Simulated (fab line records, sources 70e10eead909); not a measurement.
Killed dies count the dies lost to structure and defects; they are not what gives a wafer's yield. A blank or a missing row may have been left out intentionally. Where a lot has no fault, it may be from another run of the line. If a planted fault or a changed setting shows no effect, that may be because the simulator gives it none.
What tool caused it? | flow nandHarc | 6 lots with 18 wafers sampled at 5 steps, on a route of 1302 steps

WHAT EACH GAUGE READ, for each wafer
NHARC_END_SORT_01.
lot  | measured     | on        | defectLimitedYield (%)
L706 | day 33 06:40 | prober-02 | 92.2

TOOL THAT RAN EACH LOT (tool first, then ch and the chambers of the sampled wafers, then the start)
lot  | NHARC_A_BONDPAD_CMP_19        | NHARC_HYBRID_BOND_ACTIVATE_00     | NHARC_THIN_TSV_DEP_43           | NHARC_THIN_TSV_ETCH_59
L687 | cmp-01 ch 1,2,3, day 24 12:58 | rieDiel-06 ch 0,1,3, day 24 13:34 | pecvd-04 ch 0,1, day 25 00:59   | rieMetal-02 ch 1, day 25 07:56
L690 | cmp-01 ch 0,1,3, day 25 08:28 | rieDiel-06 ch 0,3, day 25 09:01   | pecvd-04 ch 0,1, day 25 20:25   | rieMetal-01 ch 0,1, day 26 03:28
L695 | cmp-04 ch 0,1, day 28 23:04   | rieDiel-03 ch 0,2,3, day 28 23:42 | pecvd-02 ch 0,1, day 29 11:20   | rieMetal-02 ch 0,1, day 29 18:11
L701 | cmp-03 ch 0,2, day 29 21:42   | rieDiel-13 ch 0,3, day 29 22:17   | pecvd-04 ch 0,2, day 30 10:07   | rieMetal-01 ch 0,1, day 30 16:57
L704 | cmp-04 ch 0,1, day 31 13:52   | rieDiel-06 ch 0,3, day 31 14:27   | pecvd-04 ch 0,1,2, day 32 02:11 | rieMetal-03 ch 0,1, day 32 09:04
L706 | cmp-01 ch 1,3, day 32 01:34   | rieDiel-06 ch 0,1,2, day 32 02:12 | pecvd-04 ch 0,1,2, day 32 12:03 | rieMetal-03 ch 0,1, day 32 18:53
- NHARC_A_BONDPAD_CMP_19: polishes, t overpolish 30 s, cu recess touch 16 s, target thk 169.82 nm.
- NHARC_HYBRID_BOND_ACTIVATE_00: chemistry N2, time 60 s.
- NHARC_THIN_TSV_DEP_43: deposits SiO2, target thk 1328.5 nm.
- NHARC_THIN_TSV_ETCH_59: etches the open film in Cl2/BCl3, target depth 880 nm, time 138.1 s.

THE ANSWER, worked out from the rows above alone
Rule: the usual values come from the lots themselves. The widest of any qualifying gaps counts: lots, ordered by their means at a reading, are off when they make up no more than a third of the lots, leave a main group of 4 or more, and stand apart from it by 3 or more times the standard deviation of that group's means. A main group whose means are all the same, to the digits that the tables above print for the reading, isn't used. A lot without any number at a reading at which 4 lots or more have one is off too. Where the step has rows for the other lots, those lots are counted as sound.
No lot is off on any of the readings shown, so nothing can be concluded from this.

WHAT THE SIMULATOR PUT IN
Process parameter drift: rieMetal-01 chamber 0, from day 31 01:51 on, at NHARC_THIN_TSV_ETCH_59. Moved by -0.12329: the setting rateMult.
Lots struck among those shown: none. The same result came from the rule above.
